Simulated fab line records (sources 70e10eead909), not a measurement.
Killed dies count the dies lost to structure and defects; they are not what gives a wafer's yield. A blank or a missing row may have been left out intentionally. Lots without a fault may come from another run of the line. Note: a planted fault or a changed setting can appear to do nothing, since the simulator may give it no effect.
Matching of chambers -- flow nand harc -- NHARC_P_M1_DEP_33 on pecvd-02: 3 sister chambers
The step deposits SiCN, target thk 30 nm. 6 wafers are shown with their chamber, then 7 later ones without.

WAFERS PAIRED WITH THEIR CHAMBERS
wafer,chamber,heater power w (W),susceptor temp C (C)
L075.3,2,690,370.02
L077.5,2,623,370.13
L088.5,0,420,369.82
L088.6,1,510,369.74
L091.1,1,463,369.91
L091.3,0,357,369.87

WAFERS WITHOUT THEIR CHAMBER
wafer,heater power w (W),susceptor temp C (C)
L091.5,451,369.80
L097.1,699,369.83
L097.2,384,370.21
L097.3,508,370.05
L096.1,387,370.14
L096.4,427,370.00
L096.5,399,370.13

WHICH CHAMBER EACH WENT THROUGH
wafer,from the rows above,in truth
L091.5,can't be placed: 1 or 0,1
L097.1,can't be placed: 2 or 1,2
L097.2,can't be placed: 0 or 1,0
L097.3,can't be placed: 1 or 2 or 0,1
L096.1,can't be placed: 0 or 1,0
L096.4,can't be placed: 0 or 1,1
L096.5,can't be placed: 0 or 1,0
Correct placement for 0 of the 7. Cannot be placed on the basis of these rows: 7; the candidates contain the true chamber in 7. 0 placed wrongly.
How it was worked out, from the rows above alone: a wafer's distance from a chamber is the root of the sum, over the readings, of the square of ((its reading less the chamber's mean) divided by the reading's scatter). The wafer belongs to the nearest chamber; if the next one is less than 2 further off, it can't be placed. The mean given for a chamber averages the wafers shown for that chamber. The scatter: take each reading less its chamber's mean, square it, sum over the shown wafers, divide by the number of wafers less the number of chambers, and take the root.
